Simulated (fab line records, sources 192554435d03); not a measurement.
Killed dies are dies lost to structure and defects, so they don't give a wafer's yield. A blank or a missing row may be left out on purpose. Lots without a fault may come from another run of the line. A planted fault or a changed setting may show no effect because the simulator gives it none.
A struck lot beside a sound one | flow n5_finfet | 19 steps out of a route of 1938
Sound: wafers L867.2, L867.4, L867.6. Struck: wafers L881.3, L881.4, L881.6. The cause comes at the end.
At each step with rows: each side's tool, then ch and its chambers, then its first start. Under that, the readings that differ: sound wafers | struck wafers | difference of the means | sigmas: that difference in standard deviations of wafers without a fault.
alike: readings whose means differ by less than 2 such deviations, and words and numbers that are the same on both sides. not compared: withheld readings, readings that some wafer has no value for, bounds like >300 that may hide the same value, and numbers for which the record gives no deviation and whose values overlap.
The two part at a step that has a row with sigmas, a row that says differs or no value, or rows on one side only. Numbers that don't overlap but have no deviation are shown without sigmas and don't part them. A reading that every wafer of one side lacks parts them only if that side has two wafers or more.

N5_BEOL_M13_CMP_49: polishes, stops on SiOC, t overpolish 17.1 s, target thk 420 nm.
  sound on cmp-02 ch 0,1,2, day 11 14:37; struck on cmp-03 ch 0,1,2, day 15 21:26
  alike: barrier_field_endpoint_s, motor_current_A, overpolish_run_s
N5_BEOL_M13_THK_MEAS_50: measures by xrf.
  sound on film_metro-01, day 11 14:56; struck on film_metro-02, day 15 21:39
  alike: M13_THK
then, 1 step without rows for these wafers: N5_BEOL_M13_PRE_CLEAN_52 (time 15 s).
N5_BEOL_M13_DEP_53: deposits SiCN from 3MS/NH3, target thk 50 nm, time 17.8 s.
  sound on pecvd-03 ch 0,1, day 11 14:59; struck on pecvd-01 ch 0,1,2, day 15 21:43
  reading                         | sound             | struck            | difference | sigmas
  showerhead_plenum_p_Torr (Torr) | 4.176 4.164 4.207 | 4.154 4.139 4.143 | -0.037     | -2
  alike: throttle_valve_pct
  not compared: since_wet_clean_h
N5_BEOL_M13_RS_MEAS_54: measures by four-point-probe.
  sound on film_metro-01, day 11 15:04; struck on film_metro-02, day 15 21:47
  alike: M13_RS
N5_BEOL_M13_INSPECT_55: inspects for defects (darkfield).
  sound on defect_inspect-01, day 11 15:05; struck on defect_inspect-01, day 15 21:48
  alike: raw_defect_count
N5_BEOL_M14_ILD_DEP_00: deposits SiO2 from TEOS/O2, target thk 1119.3 nm, time 237.4 s.
  sound on pecvd-04 ch 0,1, day 11 15:07; struck on pecvd-02 ch 0,1,2, day 15 21:50
  alike: heater_power_w, showerhead_plenum_p_Torr, throttle_valve_pct
  not compared: since_wet_clean_h
N5_BEOL_M14_THK_MEAS_01:
  sound on film_metro-01, day 11 15:23; struck on film_metro-01, day 15 22:02
  alike: M14_ILD_THK
then, 4 steps without rows for these wafers: N5_BEOL_M14_COAT_58 (time 60 s, resist thk 89 nm); N5_BEOL_M14_COAT_04 (resist thk 800 nm); N5_BEOL_M14_EBR_06; N5_BEOL_M14_SOFTBAKE_05 (time 60 s).
N5_BEOL_M14_EXPOSE_07: exposes mask V13.
  sound on krf_scanner-01 ch 0, day 11 15:32; struck on krf_scanner-02 ch 0, day 15 22:10
  reading              | sound             | struck            | difference | sigmas
  exposure_dose_mJ_cm2 | 56.99 57.01 56.97 | 52.98 52.93 52.94 | -4.04      | -71
  alike: mask
then, 3 steps without rows for these wafers: N5_BEOL_M14_PEB_08 (peb time 90 s); N5_BEOL_M14_DEVELOP_09 (develop time 45 s); N5_BEOL_M14_HARDBAKE_14 (time 120 s).
N5_BEOL_M14_CD_MEAS_10: target cd 250 nm.
  sound on cd_sem-01 ch 0, day 11 15:42; struck on cd_sem-01 ch 0, day 15 22:20
  reading    | sound             | struck            | difference | sigmas
  cd_nm (nm) | 252.4 252.7 249.6 | 236.8 237.2 234.8 | -15.3      | -8
N5_BEOL_M14_OVL_MEAS_11:
  sound on overlay-01 ch 0, day 11 15:44; struck on overlay-02 ch 0, day 15 22:22
  alike: V13_OVL
N5_PASSIVATION_PROBE_49:
  sound on prober-01, day 12 18:19; struck on prober-02, day 17 08:43
  alike: defect_limited_yield, killed_at_M0_to_M3, killed_at_M4_up, killed_at_contacts, killed_at_front_end, killed_at_other, killed_dies, killed_open, killed_short, sort_bin_5_function, sort_bin_6_memory, sort_bin_8_speed, sort_n_pass, sort_yield_pct

WHERE THEY PART
First at N5_BEOL_M13_DEP_53; last, within this record, at N5_BEOL_M14_CD_MEAS_10. Later steps at which nothing parts them and some readings are alike: N5_BEOL_M14_OVL_MEAS_11, N5_PASSIVATION_PROBE_49.

WHY: what the simulator had put in
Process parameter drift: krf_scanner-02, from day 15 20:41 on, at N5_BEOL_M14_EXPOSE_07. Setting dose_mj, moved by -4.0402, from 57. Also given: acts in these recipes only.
